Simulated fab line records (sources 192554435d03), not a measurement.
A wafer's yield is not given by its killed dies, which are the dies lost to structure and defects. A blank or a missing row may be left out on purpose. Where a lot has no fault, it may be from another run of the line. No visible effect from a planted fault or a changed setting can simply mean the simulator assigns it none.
Chamber matching | flow n5 finfet | ald sin-03 running N5_BEOL_M0_SAQP_SPACER1_ALD_98: 4 sister chambers
The step deposits SiO2, target thk 12.8 nm, pulse time 1 s, purge time 2 s. 20 wafers are shown with their chamber, then 10 later ones without.

WAFERS WITH THEIR CHAMBER
wafer  | chamber | heater power outer w (W) | heater power w (W) | precursor pulse height rel
L074.4 | 2       | 227                      | 421                | 0.995
L074.5 | 0       | 258                      | 481                | 1.007
L074.6 | 1       | 272                      | 449                | 1.022
L076.1 | 2       | 229                      | 420                | 1.004
L076.3 | 0       | 260                      | 497                | 0.966
L076.4 | 3       | 202                      | 408                | 1.008
L079.2 | 3       | 209                      | 407                | 1.004
L079.3 | 2       | 223                      | 429                | 0.995
L079.6 | 2       | 224                      | 431                | 1.006
L082.2 | 3       | 211                      | 413                | 1.022
L082.3 | 1       | 273                      | 472                | 1.038
L082.4 | 0       | 260                      | 483                | 1.005
L083.1 | 0       | 260                      | 470                | 0.992
L083.4 | 2       | 223                      | 429                | 1.006
L083.6 | 2       | 222                      | 435                | 0.956
L089.1 | 1       | 270                      | 453                | 1.004
L089.4 | 0       | 261                      | 484                | 0.985
L089.6 | 0       | 254                      | 484                | 1.007
L090.2 | 1       | 269                      | 472                | 1.007
L090.3 | 3       | 207                      | 416                | 1.006

SIGNATURES, as means of the wafers listed above
reading                    | chamber 0 | chamber 1 | chamber 2 | chamber 3 | scatter within a chamber
heater power outer w       | 258.83    | 271.00    | 224.67    | 207.25    | 2.79
heater power w             | 483.17    | 461.50    | 427.50    | 411.00    | 8.08
precursor pulse height rel | 0.99367   | 1.01775   | 0.99367   | 1.01000   | 0.016
Rule: for each reading, subtract the chamber's mean from the wafer's reading, divide by that reading's scatter and square the result; add these up over the readings and take the root, which gives the wafer's distance from the chamber. If the next closest chamber is less than 2 further off than the closest, the wafer can't be placed; otherwise it belongs to the closest. The scatter: take each reading less its chamber's mean, square it, sum over the shown wafers, divide by the number of wafers less the number of chambers, and take the root.

WAFERS WHOSE CHAMBER IS MISSING
wafer  | heater power outer w (W) | heater power w (W) | precursor pulse height rel
L090.4 | 261                      | 476                | 1.044
L091.4 | 262                      | 494                | 0.977
L091.5 | 225                      | 432                | 0.995
L091.6 | 267                      | 464                | 0.959
L093.2 | 217                      | 427                | 0.978
L093.4 | 216                      | 413                | 1.037
L093.5 | 262                      | 487                | 0.963
L097.3 | 263                      | 480                | 0.995
L097.4 | 273                      | 470                | 1.010
L097.5 | 210                      | 415                | 1.020

WHICH CHAMBER EACH WENT THROUGH
wafer  | from the rows above     | in truth
L090.4 | can't be placed: 0 or 1 | 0
L091.4 | 0                       | 0
L091.5 | 2                       | 2
L091.6 | can't be placed: 1 or 0 | 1
L093.2 | can't be placed: 2 or 3 | 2
L093.4 | can't be placed: 3 or 2 | 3
L093.5 | 0                       | 0
L097.3 | 0                       | 0
L097.4 | 1                       | 1
L097.5 | 3                       | 3
6 of 10 placed correctly. Not placeable from these rows: 4 (in 4, the candidates include the true chamber). Wrongly placed: 0.
